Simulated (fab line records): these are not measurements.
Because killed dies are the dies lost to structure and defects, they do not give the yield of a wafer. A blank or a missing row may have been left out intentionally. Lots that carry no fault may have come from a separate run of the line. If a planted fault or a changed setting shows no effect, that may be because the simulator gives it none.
The tool behind it: which one?	flow n5-finfet	Sampling: 24 lots, 72 wafers, 6 of 1938 route steps

WHAT THE GAUGES READ, wafer by wafer
N5_BEOL_M9_CD_MEAS_18: pitch 140 nm, target cd 70 nm.
lot	measured	on	cd-nm (nm)
L074	day 10 02:20	cd-sem-01	71.0 71.1 70.4
L076	day 10 14:53	cd-sem-01	70.4 69.5 69.1
L075	day 10 18:41	cd-sem-02	70.3 69.4 70.3
L078	day 10 20:01	cd-sem-02	71.3 70.4 71.0
L077	day 11 03:49	cd-sem-01	71.1 70.6 69.9
L081	day 11 07:53	cd-sem-03	70.8 71.2 70.6
L080	day 11 17:30	cd-sem-01	70.1 70.2 69.5
L079	day 12 02:14	cd-sem-01	70.7 70.5 71.5
L083	day 12 22:46	cd-sem-01	70.9 70.5 69.8
L084	day 13 01:28	cd-sem-02	69.2 70.3 69.6
L082	day 13 01:26	cd-sem-01	71.0 69.5 69.6
L086	day 13 02:48	cd-sem-02	70.1 70.6 70.4
L088	day 13 04:55	cd-sem-03	70.3 69.5 70.6
L085	day 13 05:20	cd-sem-01	70.0 70.1 70.8
L089	day 13 10:11	cd-sem-03	70.4 70.3 69.6
L087	day 13 14:50	cd-sem-03	70.8 70.7 71.0
L090	day 13 21:33	cd-sem-01	70.0 69.6 70.4
L091	day 14 04:53	cd-sem-03	70.3 70.7 70.3
L092	day 14 22:23	cd-sem-02	71.4 70.4 70.1
L093	day 15 09:16	cd-sem-02	70.8 68.3 70.0
L097	day 15 15:54	cd-sem-01	70.8 70.3 70.1
L094	day 16 00:22	cd-sem-03	69.6 69.7 70.3
L096	day 16 00:55	cd-sem-02	67.9 69.1 69.9
L095	day 16 20:29	cd-sem-02	69.9 69.2 71.2

TOOL THAT RAN EACH LOT (tool first, then ch and the chambers of the sampled wafers, then the start)
lot	N5_BEOL_M8_ETCH_65	N5_BEOL_M8_STRIP_36	N5_BEOL_M8_ANNEAL_51	N5_BEOL_M9_CURE_71	N5_BEOL_M9_ETCH_62
L074	rie-diel-06 ch 0,1,2, day 9 21:16	rie-diel-06 ch 0,1,2, day 9 21:28	rtp-anneal-02 ch 0, day 9 23:47	uv-cure-03 ch 1, day 10 00:45	rie-diel-04 ch 1,3, day 10 01:58
L076	rie-diel-05 ch 0,3, day 10 08:56	rie-diel-05 ch 0,3, day 10 09:07	rtp-anneal-02 ch 0, day 10 11:54	uv-cure-02 ch 1, day 10 12:50	rie-diel-04 ch 0,2,3, day 10 14:30
L075	rie-diel-05 ch 0,2,3, day 10 12:27	rie-diel-05 ch 0,2,3, day 10 12:38	rtp-anneal-01 ch 0, day 10 14:42	uv-cure-03 ch 0, day 10 15:40	rie-diel-04 ch 0,1,2, day 10 18:17
L078	rie-diel-06 ch 0,1,2, day 10 13:16	rie-diel-06 ch 0,1,2, day 10 13:26	rtp-anneal-01 ch 0, day 10 17:04	uv-cure-03 ch 1, day 10 18:03	rie-diel-03 ch 0,2,3, day 10 19:38
L077	rie-diel-05 ch 0,3, day 10 21:17	rie-diel-05 ch 0,3, day 10 21:28	rtp-anneal-01 ch 0, day 11 00:14	uv-cure-02 ch 2, day 11 01:22	rie-diel-03 ch 2,3, day 11 03:26
L081	rie-diel-05 ch 0,2,3, day 11 01:44	rie-diel-05 ch 0,2,3, day 11 01:55	rtp-anneal-01 ch 0, day 11 04:02	uv-cure-03 ch 2, day 11 04:56	rie-diel-02 ch 2,3, day 11 07:31
L080	rie-diel-06 ch 1,2,3, day 11 10:20	rie-diel-06 ch 1,2,3, day 11 10:31	rtp-anneal-01 ch 0, day 11 12:47	uv-cure-03 ch 1, day 11 13:42	rie-diel-04 ch 0,1,3, day 11 17:07
L079	rie-diel-05 ch 1,2, day 11 18:26	rie-diel-05 ch 1,2, day 11 18:37	rtp-anneal-01 ch 0, day 11 20:17	uv-cure-02 ch 2, day 11 21:08	rie-diel-02 ch 0,1, day 12 01:52
L083	rie-diel-05 ch 0,1,2, day 12 17:12	rie-diel-05 ch 0,1,2, day 12 17:23	rtp-anneal-02 ch 0, day 12 19:33	uv-cure-02 ch 0, day 12 20:25	rie-diel-02 ch 0,2, day 12 22:25
L084	rie-diel-01 ch 1,2,3, day 12 17:28	rie-diel-01 ch 1,2,3, day 12 17:39	rtp-anneal-01 ch 0, day 12 19:37	uv-cure-03 ch 0, day 12 20:37	rie-diel-03 ch 0,2,3, day 13 01:05
L082	rie-diel-01 ch 1,3, day 12 17:52	rie-diel-01 ch 1,3, day 12 18:03	rtp-anneal-01 ch 0, day 12 20:12	uv-cure-02 ch 0, day 12 21:06	rie-diel-04 ch 0,2,3, day 13 01:02
L086	rie-diel-05 ch 0,1,3, day 12 20:31	rie-diel-05 ch 0,1,3, day 12 20:41	rtp-anneal-01 ch 0, day 12 23:34	uv-cure-02 ch 1, day 13 00:29	rie-diel-04 ch 1,3, day 13 02:26
L088	rie-diel-05 ch 0,2,3, day 12 20:55	rie-diel-05 ch 0,2,3, day 12 21:05	rtp-anneal-02 ch 0, day 13 00:23	uv-cure-03 ch 1, day 13 01:16	rie-diel-04 ch 1,2,3, day 13 04:32
L085	rie-diel-06 ch 1,2, day 12 23:26	rie-diel-06 ch 1,2, day 12 23:37	rtp-anneal-02 ch 0, day 13 01:41	uv-cure-02 ch 1, day 13 02:36	rie-diel-04 ch 0,1,3, day 13 04:52
L089	rie-diel-05 ch 0,2,3, day 13 05:25	rie-diel-05 ch 0,2,3, day 13 05:36	rtp-anneal-01 ch 0, day 13 07:31	uv-cure-02 ch 2, day 13 08:31	rie-diel-04 ch 0,1,3, day 13 09:49
L087	rie-diel-01 ch 2,3, day 13 08:28	rie-diel-01 ch 2,3, day 13 08:39	rtp-anneal-02 ch 0, day 13 12:19	uv-cure-02 ch 2, day 13 13:13	rie-diel-02 ch 0,2,3, day 13 14:26
L090	rie-diel-06 ch 0,1, day 13 13:15	rie-diel-06 ch 0,1, day 13 13:26	rtp-anneal-01 ch 0, day 13 17:35	uv-cure-03 ch 1, day 13 18:29	rie-diel-04 ch 1,2,3, day 13 21:09
L091	rie-diel-05 ch 1,3, day 13 20:11	rie-diel-05 ch 1,3, day 13 20:22	rtp-anneal-01 ch 0, day 14 00:19	uv-cure-02 ch 2, day 14 01:11	rie-diel-03 ch 1,2, day 14 04:23
L092	rie-diel-06 ch 2,3, day 14 15:38	rie-diel-06 ch 2,3, day 14 15:50	rtp-anneal-01 ch 0, day 14 17:52	uv-cure-03 ch 1, day 14 18:44	rie-diel-03 ch 1,3, day 14 22:01
L093	rie-diel-05 ch 0,1,2, day 15 03:38	rie-diel-05 ch 0,1,2, day 15 03:49	rtp-anneal-01 ch 0, day 15 05:41	uv-cure-01 ch 1, day 15 06:35	rie-diel-03 ch 0,3, day 15 08:54
L097	rie-diel-01 ch 0,1,3, day 15 08:24	rie-diel-01 ch 0,1,3, day 15 08:35	rtp-anneal-01 ch 0, day 15 11:52	uv-cure-03 ch 0, day 15 12:46	rie-diel-04 ch 0,2,3, day 15 15:23
L094	rie-diel-01 ch 2,3, day 15 18:23	rie-diel-01 ch 2,3, day 15 18:34	rtp-anneal-01 ch 0, day 15 20:47	uv-cure-03 ch 0, day 15 21:47	rie-diel-02 ch 0,2,3, day 15 23:57
L096	rie-diel-05 ch 0,1,2, day 15 18:47	rie-diel-05 ch 0,1,2, day 15 18:58	rtp-anneal-01 ch 0, day 15 21:14	uv-cure-03 ch 2, day 15 22:16	rie-diel-02 ch 1,2,3, day 16 00:32
L095	rie-diel-01 ch 0,2, day 16 12:47	rie-diel-01 ch 0,2, day 16 12:58	rtp-anneal-02 ch 0, day 16 16:13	uv-cure-03 ch 0, day 16 17:04	rie-diel-04 ch 1,2,3, day 16 20:07
- N5_BEOL_M8_ETCH_65: etches SiARC in CF4, target depth 15.6 nm, time 26 s.
- N5_BEOL_M8_STRIP_36: strips in N2/H2.
- N5_BEOL_M8_ANNEAL_51: time 90 s.
- N5_BEOL_M9_CURE_71: cures SiCOH lowk, time 240 s.
- N5_BEOL_M9_ETCH_62: etches SOC in N2/H2, target depth 110 nm, overetch 22 nm, time 165 s.

AS READ BY THE TOOLS THEMSELVES (means over the sampled wafers that have a number; for cases with no such wafer, the mark the record gives instead)
N5_BEOL_M8_ETCH_65.
lot	tool	drypump-motor-current-A (A)	etch-rf-on-time-s (s)	oes-product-au (a.u.)	rf-vpp-V (V)	showerhead-plenum-p-Torr (Torr)	throttle-valve-pct (%)
L074	rie-diel-06	5.6	25.0	0.73	182.2	2.08	15.57
L076	rie-diel-05	5.3	25.7	0.68	183.0	2.10	15.57
L075	rie-diel-05	5.2	26.2	0.63	183.6	2.14	15.63
L078	rie-diel-06	5.6	25.0	0.73	183.6	2.08	15.58
L077	rie-diel-05	5.3	25.8	0.63	183.3	2.10	15.67
L081	rie-diel-05	5.2	26.3	0.63	184.6	2.14	15.64
L080	rie-diel-06	5.7	25.6	0.71	183.5	2.13	15.56
L079	rie-diel-05	5.2	26.0	0.67	185.7	2.23	15.50
L083	rie-diel-05	5.3	25.8	0.71	185.1	2.18	15.48
L084	rie-diel-01	6.0	26.0	0.61	183.9	2.13	15.56
L082	rie-diel-01	6.4	26.5	0.57	183.5	2.14	15.61
L086	rie-diel-05	5.3	25.9	0.73	183.5	2.14	15.41
L088	rie-diel-05	5.2	26.1	0.70	183.6	2.13	15.51
L085	rie-diel-06	5.7	25.5	0.74	183.0	2.08	15.49
L089	rie-diel-05	5.2	26.1	0.70	183.8	2.13	15.52
L087	rie-diel-01	5.7	25.7	0.64	183.8	2.16	15.37
L090	rie-diel-06	5.5	25.5	0.71	183.7	2.08	15.58
L091	rie-diel-05	5.3	25.5	0.69	184.0	2.19	15.46
L092	rie-diel-06	5.6	26.0	0.63	184.4	2.17	15.70
L093	rie-diel-05	5.3	26.4	0.67	184.8	2.17	15.51
L097	rie-diel-01	5.9	26.2	0.72	183.7	2.13	15.45
L094	rie-diel-01	5.7	25.9	0.71	184.4	2.15	15.24
L096	rie-diel-05	5.3	26.2	0.67	183.9	2.17	15.52
L095	rie-diel-01	5.2	25.6	0.72	183.3	2.16	15.39

N5_BEOL_M8_STRIP_36.
lot	tool	drypump-motor-current-A (A)	oes-product-au (a.u.)	rf-vpp-V (V)	showerhead-plenum-p-Torr (Torr)	throttle-valve-pct (%)
L074	rie-diel-06	5.7	0.85	60.8	2.45	23.4
L076	rie-diel-05	5.3	0.79	62.1	2.49	23.6
L075	rie-diel-05	5.2	0.75	61.0	2.54	23.6
L078	rie-diel-06	5.6	0.84	58.0	2.45	23.4
L077	rie-diel-05	5.3	0.73	58.2	2.51	23.7
L081	rie-diel-05	5.2	0.74	60.3	2.54	23.6
L080	rie-diel-06	5.6	0.82	59.2	2.52	23.4
L079	rie-diel-05	5.2	0.78	60.2	2.64	23.2
L083	rie-diel-05	5.3	0.82	59.8	2.59	23.3
L084	rie-diel-01	6.0	0.72	58.3	2.51	23.4
L082	rie-diel-01	6.4	0.68	59.7	2.52	23.2
L086	rie-diel-05	5.3	0.86	59.5	2.54	23.3
L088	rie-diel-05	5.2	0.83	58.2	2.53	23.5
L085	rie-diel-06	5.7	0.86	59.0	2.47	23.4
L089	rie-diel-05	5.2	0.82	59.1	2.53	23.5
L087	rie-diel-01	5.7	0.75	58.1	2.56	23.1
L090	rie-diel-06	5.6	0.83	58.5	2.46	23.6
L091	rie-diel-05	5.3	0.80	59.5	2.58	23.1
L092	rie-diel-06	5.6	0.73	57.6	2.55	23.4
L093	rie-diel-05	5.3	0.79	59.5	2.58	23.4
L097	rie-diel-01	5.9	0.85	58.4	2.52	23.4
L094	rie-diel-01	5.7	0.85	59.8	2.55	23.1
L096	rie-diel-05	5.3	0.77	59.6	2.58	23.4
L095	rie-diel-01	5.2	0.85	59.3	2.56	23.5

N5_BEOL_M8_ANNEAL_51.
lot	tool	anneal-temp-c (C)	wafer_temp_C_max
L074	rtp-anneal-02	224.93	226.2
L076	rtp-anneal-02	225.13	226.1
L075	rtp-anneal-01	225.16	226.1
L078	rtp-anneal-01	224.99	226.4
L077	rtp-anneal-01	225.02	226.4
L081	rtp-anneal-01	225.01	226.5
L080	rtp-anneal-01	225.15	226.1
L079	rtp-anneal-01	224.89	226.8
L083	rtp-anneal-02	224.94	226.2
L084	rtp-anneal-01	225.17	226.4
L082	rtp-anneal-01	225.15	226.1
L086	rtp-anneal-01	225.14	226.7
L088	rtp-anneal-02	225.04	225.9
L085	rtp-anneal-02	224.82	226.0
L089	rtp-anneal-01	225.13	226.8
L087	rtp-anneal-02	225.01	226.2
L090	rtp-anneal-01	224.97	226.5
L091	rtp-anneal-01	225.16	226.5
L092	rtp-anneal-01	225.07	226.4
L093	rtp-anneal-01	225.14	226.6
L097	rtp-anneal-01	224.87	226.9
L094	rtp-anneal-01	225.24	226.5
L096	rtp-anneal-01	225.09	226.5
L095	rtp-anneal-02	224.99	226.1

N5_BEOL_M9_CURE_71.
lot	tool	lamp-power-pct (%)	wafer_temp_C_max
L074	uv-cure-03	52.34	386.2
L076	uv-cure-02	52.33	387.8
L075	uv-cure-03	52.31	388.8
L078	uv-cure-03	52.33	386.7
L077	uv-cure-02	52.26	387.1
L081	uv-cure-03	52.39	387.5
L080	uv-cure-03	52.26	386.3
L079	uv-cure-02	52.28	386.6
L083	uv-cure-02	52.29	386.3
L084	uv-cure-03	52.27	387.5
L082	uv-cure-02	52.29	386.3
L086	uv-cure-02	52.30	386.9
L088	uv-cure-03	52.32	387.0
L085	uv-cure-02	52.36	387.6
L089	uv-cure-02	52.31	386.7
L087	uv-cure-02	52.30	386.7
L090	uv-cure-03	52.26	386.3
L091	uv-cure-02	52.32	386.7
L092	uv-cure-03	52.32	386.4
L093	uv-cure-01	52.29	388.1
L097	uv-cure-03	52.39	388.1
L094	uv-cure-03	52.29	388.2
L096	uv-cure-03	52.27	387.5
L095	uv-cure-03	52.29	388.2

N5_BEOL_M9_ETCH_62.
lot	tool	drypump-motor-current-A (A)	oes-product-au (a.u.)	rf-vpp-V (V)	showerhead-plenum-p-Torr (Torr)	throttle-valve-pct (%)
L074	rie-diel-04	5.6	0.59	523.3	2.57	18.4
L076	rie-diel-04	5.6	0.63	527.2	2.65	18.0
L075	rie-diel-04	5.8	0.62	525.7	2.61	18.1
L078	rie-diel-03	5.7	0.71	523.4	2.52	17.6
L077	rie-diel-03	5.7	0.68	524.1	2.54	17.6
L081	rie-diel-02	5.2	0.59	524.6	2.55	17.9
L080	rie-diel-04	5.7	0.59	524.7	2.60	18.3
L079	rie-diel-02	6.2	0.62	522.9	2.49	17.9
L083	rie-diel-02	5.5	0.64	522.6	2.51	17.9
L084	rie-diel-03	5.7	0.69	523.3	2.52	17.7
L082	rie-diel-04	5.6	0.61	526.6	2.64	18.0
L086	rie-diel-04	5.4	0.58	525.2	2.60	18.2
L088	rie-diel-04	5.5	0.61	525.1	2.61	18.1
L085	rie-diel-04	5.7	0.59	525.0	2.60	18.3
L089	rie-diel-04	5.7	0.59	524.8	2.60	18.3
L087	rie-diel-02	5.4	0.68	523.4	2.53	17.7
L090	rie-diel-04	5.5	0.60	524.5	2.61	18.2
L091	rie-diel-03	5.2	0.70	522.7	2.50	17.8
L092	rie-diel-03	5.3	0.69	522.3	2.50	17.9
L093	rie-diel-03	5.9	0.66	523.5	2.51	17.9
L097	rie-diel-04	5.6	0.67	525.7	2.63	18.0
L094	rie-diel-02	5.4	0.67	523.1	2.52	17.8
L096	rie-diel-02	5.7	0.65	523.7	2.53	17.8
L095	rie-diel-04	5.5	0.76	525.0	2.60	17.8

THE ANSWER, worked out from the rows above alone
Rule: what is usual is taken from the lots themselves. The widest of any qualifying gaps counts: lots, ordered by their means at a reading, are off when they make up no more than a third of the lots, leave a main group of 4 or more, and stand apart from it by 3 or more times the standard deviation of that group's means. A main group whose means are all the same, to the digits that the tables above print for the reading, isn't used. Also off: a lot with no number at a reading for which 4 or more lots have one. The other lots that the step has rows for count as sound. First the gauges in route order, then the tools' own readings, where a lot's mean is used as printed above. The first step at which some lot is off is used, and at that step the reading that is off furthest; a lot without a number counts as furthest.
No lot is off on any of the readings shown, so nothing can be concluded from this.

WHAT WAS PUT IN BY THE SIMULATOR
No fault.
